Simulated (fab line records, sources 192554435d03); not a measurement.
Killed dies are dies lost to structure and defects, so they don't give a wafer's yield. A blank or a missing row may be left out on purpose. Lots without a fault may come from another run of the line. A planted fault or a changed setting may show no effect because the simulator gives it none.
Chamber matching | flow n5_finfet | N5_BEOL_M1_DESCUM_33 on rie_diel-04: 4 sister chambers
The step chemistry O2, time 7 s. 14 wafers are shown with their chamber, then 7 later ones without.

WAFERS WITH THEIR CHAMBER
wafer  | chamber | showerhead_plenum_p_Torr (Torr) | throttle_valve_pct (%) | oes_product_au (a.u.)
L075.1 | 3       | 2.00                            | 20.81                  | 0.71
L075.2 | 0       | 2.06                            | 20.24                  | 1.01
L075.3 | 2       | 2.22                            | 20.10                  | 0.95
L075.4 | 1       | 2.13                            | 20.31                  | 0.70
L075.5 | 0       | 2.06                            | 20.22                  | 1.01
L075.6 | 1       | 2.13                            | 20.30                  | 0.70
L082.1 | 0       | 2.06                            | 20.25                  | 0.95
L082.2 | 1       | 2.13                            | 20.33                  | 0.69
L082.5 | 0       | 2.06                            | 20.25                  | 0.96
L083.2 | 1       | 2.13                            | 20.32                  | 0.69
L083.3 | 3       | 1.99                            | 20.84                  | 0.71
L083.4 | 2       | 2.21                            | 20.15                  | 0.91
L092.1 | 3       | 1.98                            | 20.87                  | 0.69
L092.2 | 0       | 2.05                            | 20.29                  | 0.90

SIGNATURES (means of the wafers above)
reading                  | chamber 0 | chamber 1 | chamber 2 | chamber 3 | scatter within a chamber
showerhead_plenum_p_Torr | 2.0580    | 2.1300    | 2.2150    | 1.9900    | 0.00574
throttle_valve_pct       | 20.2500   | 20.3150   | 20.1250   | 20.8400   | 0.0248
oes_product_au           | 0.9660    | 0.6950    | 0.9300    | 0.7033    | 0.0311
Rule: a wafer's distance from a chamber is the root of the sum, over the readings, of the square of ((its reading less the chamber's mean) divided by the reading's scatter). The wafer belongs to the nearest chamber; if the next one is less than 2 further off, it can't be placed. The scatter: the root of (the sum of the squares of (reading less its chamber's mean) over the shown wafers, divided by (wafers less chambers)).

WAFERS WITHOUT THEIR CHAMBER
wafer  | showerhead_plenum_p_Torr (Torr) | throttle_valve_pct (%) | oes_product_au (a.u.)
L092.4 | 2.12                            | 19.94                  | 0.97
L094.3 | 1.98                            | 20.88                  | 0.68
L094.4 | 2.21                            | 20.18                  | 0.87
L094.5 | 2.21                            | 20.18                  | 0.87
L096.1 | 2.21                            | 20.18                  | 0.87
L096.2 | 2.12                            | 19.94                  | 0.94
L096.5 | 2.05                            | 20.29                  | 0.88

WHICH CHAMBER EACH WENT THROUGH
wafer  | from the rows above          | in truth
L092.4 | can't be placed: 0 or 1 or 2 | 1
L094.3 | 3                            | 3
L094.4 | 2                            | 2
L094.5 | 2                            | 2
L096.1 | 2                            | 2
L096.2 | can't be placed: 0 or 1 or 2 | 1
L096.5 | 0                            | 0
Placed correctly: 5 of 7. Can't be placed from these rows: 2 (the true chamber is among the candidates in 2). Placed wrongly: 0.
